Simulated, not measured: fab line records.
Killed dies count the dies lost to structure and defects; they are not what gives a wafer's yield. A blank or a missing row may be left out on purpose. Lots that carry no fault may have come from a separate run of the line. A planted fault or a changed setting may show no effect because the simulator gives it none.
8D (eight disciplines) problem report, filled in by code | flow n5_finfet | the parts of the form that need people (team, actions taken, sign-off) are left out

1. PROBLEM STATEMENT
Mean of cd_nm at N5_MOL_CONTACT_COAG_CD_MEAS_84: 21.4 nm across 6 wafers in 2 lots; on wafers with no fault it is 25.1 nm (standard deviation 0.34). That is -11 standard deviations from the usual mean.
The step: target cd 25.1 nm.
Earliest sighting: wafer L109.1 on cd_sem-02 at day 8 15:43. Wafers with a number at this step in the record: 30, from 11 lots. By rule, "out" or "out of limits" means more than 4 standard deviations away from the usual mean. Any other wafer with a number is counted as sound.

2. WHAT IT IS, WHAT IT ISN'T
question                    | is                     | is not
which readings at this step | cd_nm                  | -
which lots                  | L109, L110             | L100, L104, L106, L107, L113, L116, L995, L998, L999
which wafers of those lots  | all that have a number | -
read on which gauges        | cd_sem-01, cd_sem-02   | cd_sem-03
when                        | from day 8 15:43       | up to then (18 sound wafers); but 6 sound wafers of L113, L116 came after

3. THE SUSPECTS, EACH WITH WHAT RULES IT OUT
Counting: a tool at any process step up to the reading remains a suspect when it ran all the lots that are out and ran no sound lot after the first of those.
- ruled out: the gauge at N5_MOL_CONTACT_COAG_CD_MEAS_84. 2 gauges (cd_sem-01, cd_sem-02) read the wafers that are out.
- rtp_anneal-01 at N5_MOL_CONTACT_COAG_SIL_ANNEAL_21 (time 60 s): ruled out as a lasting fault. After its first lot that is out, L109 (day 8 07:16), sound lots L113, L116 ran on it.
- ald_sin-01 at N5_MOL_CONTACT_COAG_ALD_27 (deposits SiOC, target thk 17 nm, pulse time 1.5 s, time 2720 s): kept. It ran every lot that is out, first L109 (day 8 12:26), and no sound lot after that; its last sound lot up to then is L100 (day 6 07:32).
- ald_sin-04 at N5_MOL_CONTACT_COAG_ALD_123 (deposits SiNx, target thk 5 nm, pulse time 1 s, purge time 2 s): ruled out as a lasting fault. After its first lot that is out, L109 (day 8 14:51), sound lots L113 ran on it.
- euv_scanner-01 at N5_MOL_CONTACT_COAG_EXPOSE_81 (exposes mask VG, defocus 0 nm): kept. It ran every lot that is out, first L109 (day 8 15:34), and no sound lot after that; its last sound lot up to then is L104 (day 7 08:13). Its own exposure_dose_mJ_cm2 readings are out on those wafers.
Remaining after the count are ald_sin-01 at N5_MOL_CONTACT_COAG_ALD_27 and euv_scanner-01 at N5_MOL_CONTACT_COAG_EXPOSE_81.

4. THE CAUSE (what the simulator had put in)
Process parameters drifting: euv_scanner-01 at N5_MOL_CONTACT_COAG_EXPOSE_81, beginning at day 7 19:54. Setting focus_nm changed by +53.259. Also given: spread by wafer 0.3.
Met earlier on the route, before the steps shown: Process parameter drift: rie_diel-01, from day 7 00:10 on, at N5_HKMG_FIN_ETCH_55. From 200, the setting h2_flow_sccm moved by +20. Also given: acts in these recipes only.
After counting, 2 suspects remain, this tool included.

5. THE EFFECT CHAIN, in route order
One row per reading whose mean, taken over the struck wafers that have a number, lies over 3 standard deviations from the usual. Readings are gone through only where the record gives a usual standard deviation; hours: the median, over the lots, of the time from a lot's start at the first step in this table giving one to that lot's start at this step; sigmas: the change measured in usual standard deviations.
hours | step                            | reading              | usual   | on struck wafers | change | sigmas
0     | N5_MOL_CONTACT_COAG_EXPOSE_81   | exposure_dose_mJ_cm2 | 60.0    | 62.9             | +2.9   | +6.6
0     | N5_MOL_CONTACT_COAG_CD_MEAS_84  | cd_nm                | 25.1 nm | 21.4             | -3.8   | -11
2     | N5_MOL_CONTACT_COAG_CD_MEAS_137 | cd_nm                | 15.8 nm | 12.1             | -3.8   | -8.0
197   | N5_PASSIVATION_PROBE_49         | killed_at_contacts   | 13      | 1082             | +1069  | +99 or more
197   | N5_PASSIVATION_PROBE_49         | killed_dies          | 105     | 1180             | +1075  | +67
197   | N5_PASSIVATION_PROBE_49         | killed_on_rim        | 14      | 152              | +138   | +33
The process steps in it:
- N5_MOL_CONTACT_COAG_EXPOSE_81: exposes mask VG, defocus 0 nm.
- N5_PASSIVATION_PROBE_49

6. WHAT WOULD HAVE CAUGHT IT SOONER
The first out-of-limits reading at a measuring or inspecting step in this record came at day 8 15:43, 20 hours after the fault's start at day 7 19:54.
Tool's own readings at N5_MOL_CONTACT_COAG_EXPOSE_81, exposure_dose_mJ_cm2: out on all struck wafers the step has rows for; an alarm limit on them would have tripped on the first.
L110, from the lots that are out (2), started N5_MOL_CONTACT_COAG_EXPOSE_81 on euv_scanner-01 later than day 8 15:43. Had the tool been put on hold then, it would have been spared.
